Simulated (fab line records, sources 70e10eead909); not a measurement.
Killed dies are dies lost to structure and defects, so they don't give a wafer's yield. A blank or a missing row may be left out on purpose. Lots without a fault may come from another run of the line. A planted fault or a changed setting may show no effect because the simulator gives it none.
Chamber matching | flow nand_harc | NHARC_A_STAIRCASE_CMP_472 on cmp-03: 4 sister chambers
The step polishes SiO2. 4 wafers are shown with their chamber, then 12 later ones without.

WAFERS WITH THEIR CHAMBER
wafer  | chamber | motor_current_A (A)
L085.2 | 1       | 14.7
L086.2 | 3       | 12.9
L086.3 | 2       | 10.0
L086.4 | 0       | 11.8

WAFERS WITHOUT THEIR CHAMBER
wafer  | motor_current_A (A)
L087.1 | 14.2
L087.5 | 14.3
L087.6 | 11.7
L093.1 | 10.4
L093.5 | 13.9
L093.6 | 12.0
L094.1 | 11.6
L094.3 | 14.6
L094.6 | 13.2
L095.1 | 12.4
L095.2 | 10.2
L095.3 | 12.3

WHICH CHAMBER EACH WENT THROUGH
wafer  | from the rows above     | in truth
L087.1 | can't be placed: 1 or 3 | 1
L087.5 | 1                       | 1
L087.6 | 0                       | 0
L093.1 | 2                       | 2
L093.5 | can't be placed: 1 or 3 | 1
L093.6 | can't be placed: 0 or 3 | 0
L094.1 | 0                       | 0
L094.3 | 1                       | 1
L094.6 | 3                       | 3
L095.1 | can't be placed: 3 or 0 | 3
L095.2 | 2                       | 2
L095.3 | can't be placed: 0 or 3 | 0
Placed correctly: 7 of 12. Can't be placed from these rows: 5 (the true chamber is among the candidates in 5). Placed wrongly: 0.
How it was worked out, from the rows above alone: a wafer's distance from a chamber is the root of the sum, over the readings, of the square of ((its reading less the chamber's mean) divided by the reading's scatter). The wafer belongs to the nearest chamber; if the next one is less than 2 further off, it can't be placed. A chamber's mean is the mean of its shown wafers. The scatter: with one shown wafer a chamber, the root of the mean of the squares of how far each hidden wafer lies from its nearest shown one.
